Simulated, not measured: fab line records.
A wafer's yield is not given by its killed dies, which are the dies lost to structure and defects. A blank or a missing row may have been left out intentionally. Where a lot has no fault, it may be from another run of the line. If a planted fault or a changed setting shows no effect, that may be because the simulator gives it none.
Comparing a struck lot with a sound one | flow nand_harc | 36 steps out of a route of 1302
Sound: these wafers, L898.1, L898.3, L898.6. Struck: wafers L906.3, L906.5, L906.6. Last of all comes the cause.
At each step with rows: each side's tool, then ch and its chambers, then its first start. Under that, the readings that differ: sound wafers | struck wafers | difference of the means | sigmas: that difference in standard deviations of wafers without a fault.
alike: words and numbers the same on both sides, and readings whose means are apart by under 2 such deviations; not compared: readings that were withheld, readings missing a value for some wafer, numbers with overlapping values and no deviation given by the record, and bounds like >300 which may hide the same value.
The two part at a step that has a row with sigmas, a row that says differs or no value, or rows on one side only. When numbers do not overlap yet have no deviation, they are printed without sigmas and do not part them. A reading that every wafer of one side lacks parts them only if that side has two wafers or more.

first, 1 step without rows for these wafers: NHARC_A_WL_FILL_ALD_10 (deposits SiO2, target thk 50 nm, pulse time 10 s, ald cycles 500).
NHARC_A_WL_FILL_ETCHBACK_16: etches the open film in C4F8/O2/Ar, target depth 120 nm, time 24 s.
  sound: rie_diel-06 ch 2,3; struck: rie_diel-06 ch 0,3
  alike: oes_product_au, rf_vpp_V
  not compared: rf_hours_counter_h
then, 1 step without rows for these wafers: NHARC_A_WL_FILL_STRIP_29 (strips in O2, time 20 s).
NHARC_A_WL_FILL_ETCHBACK_17: etches the open film in Cl2/BCl3, target depth 4 nm, time 26.7 s.
  sound on rie_metal-02 ch 0,1, day 25 19:37; struck on rie_metal-02 ch 0,1, day 30 02:02
  alike: drypump_motor_current_A, oes_product_au
  not compared: rf_hours_counter_h
then, 7 steps without rows for these wafers: NHARC_A_WL_FILL_PRECLEAN_18 (cleans in dHF, time 30 s); NHARC_A_WL_FILL_SRD_21; NHARC_A_WL_FILL_CVD_23 (deposits poly-Si, target thk 40 nm, time 800 s); NHARC_A_WL_FILL_ETCHBACK_26 (etches the open film in HBr, target depth 52 nm, time 13.3 s); NHARC_A_WL_FILL_PRECLEAN_30 (cleans in dHF, time 10 s); NHARC_A_WL_FILL_SRD_14; NHARC_A_WL_FILL_ALD_19 (deposits TiN, target thk 2 nm, pulse time 3 s, ald cycles 100).
NHARC_A_WL_FILL_CVD_20: deposits W, target thk 100 nm, time 74 s.
  sound on cvd_w-01 ch 0, day 26 01:22; struck on cvd_w-01 ch 0,1, day 30 07:38
  alike: heater_power_w, throttle_valve_pct
NHARC_A_WL_FILL_CMP_12: polishes, t overpolish 30 s, target thk 100 nm.
  sound on cmp-01 ch 1,2,3, day 26 01:32; struck on cmp-01 ch 0,3, day 30 07:47
  alike: motor_current_A, overpolish_run_s, time_to_endpoint_s
then, 2 steps without rows for these wafers: NHARC_A_WL_FILL_SRD_31; NHARC_A_CONTACT_DEP_24 (deposits SiO2, target thk 500 nm).
NHARC_A_CONTACT_DEP_28: deposits aC, target thk 7000 nm.
  sound on acl_dep-01 ch 0, day 26 03:07; struck on acl_dep-02 ch 0, day 30 11:12
  alike: throttle_valve_pct
then, 11 steps without rows for these wafers: NHARC_A_CONTACT_DEP_29 (deposits SiON, target thk 100 nm); NHARC_A_CONTACT_DEHYDRATE_32 (time 120 s); NHARC_A_CONTACT_HMDS_33 (time 30 s); NHARC_A_CONTACT_COAT_34 (time 75 s); NHARC_A_CONTACT_COAT_35 (time 65 s); NHARC_A_CONTACT_COAT_36 (resist thk 90 nm); NHARC_A_CONTACT_SOFTBAKE_37 (time 55 s); NHARC_A_CONTACT_EBR_38; NHARC_A_CONTACT_EXPOSE_39 (exposes mask A CC 3); NHARC_A_CONTACT_PEB_40 (peb time 65 s); NHARC_A_CONTACT_DEVELOP_41 (develop time 35 s).
NHARC_A_CONTACT_CD_MEAS_42: target cd 300 nm.
  sound on cd_sem-01 ch 0, day 26 08:08; struck on cd_sem-03 ch 0, day 30 14:40
  alike: cd_nm
NHARC_A_CONTACT_OVL_MEAS_43:
  sound on overlay-02 at day 26 08:13; struck on overlay-02 at day 30 14:44
  alike: overlay_x_nm, overlay_y_nm
then, 4 steps without rows for these wafers: NHARC_A_CONTACT_DESCUM_47 (chemistry O2, time 3 s); NHARC_A_CONTACT_ETCH_48 (etches the open film in CF4, target depth 39 nm, time 65 s); NHARC_A_CONTACT_ETCH_49 (etches the open film in N2/H2, target depth 260 nm, time 475.3 s); NHARC_A_CONTACT_ETCH_50 (etches the open film in CF4/CHF3, target depth 121 nm, time 60.5 s).
NHARC_A_CONTACT_ETCH_51: etches the open film in O2/COS, target depth 7000 nm, time 1820 s.
  sound: rie_diel-08 ch 2,3; struck: rie_diel-02 ch 1,2,3
  alike: drypump_motor_current_A, oes_product_au, rf_vpp_V, showerhead_plenum_p_Torr, throttle_valve_pct
  not compared: rf_hours_counter_h
then, 1 step without rows for these wafers: NHARC_A_CONTACT_ETCH_111 (etches the open film in C4F8/O2/Ar, time 140 s, target depth 700 nm).
-- jump in the record: it breaks off in module A_CONTACT and resumes in module END (first step shown: number 1302 of the route), and 3 days separate the struck wafers' starts before and after --
NHARC_END_SORT_01:
  sound on prober-02 ch 0, day 29 06:55; struck on prober-02 ch 0, day 33 16:42
  reading         | sound    | struck      | difference | sigmas
  killed_at_array | 28 20 24 | 108 134 132 | +101       | +6
  killed_dies     | 29 26 30 | 112 138 140 | +102       | +6
  alike: killed_at_other, killed_at_periphery, killed_open, killed_short

== WHERE THEY PART ==
Only at NHARC_END_SORT_01, as far as this record shows.

WHY: whatever the simulator had introduced
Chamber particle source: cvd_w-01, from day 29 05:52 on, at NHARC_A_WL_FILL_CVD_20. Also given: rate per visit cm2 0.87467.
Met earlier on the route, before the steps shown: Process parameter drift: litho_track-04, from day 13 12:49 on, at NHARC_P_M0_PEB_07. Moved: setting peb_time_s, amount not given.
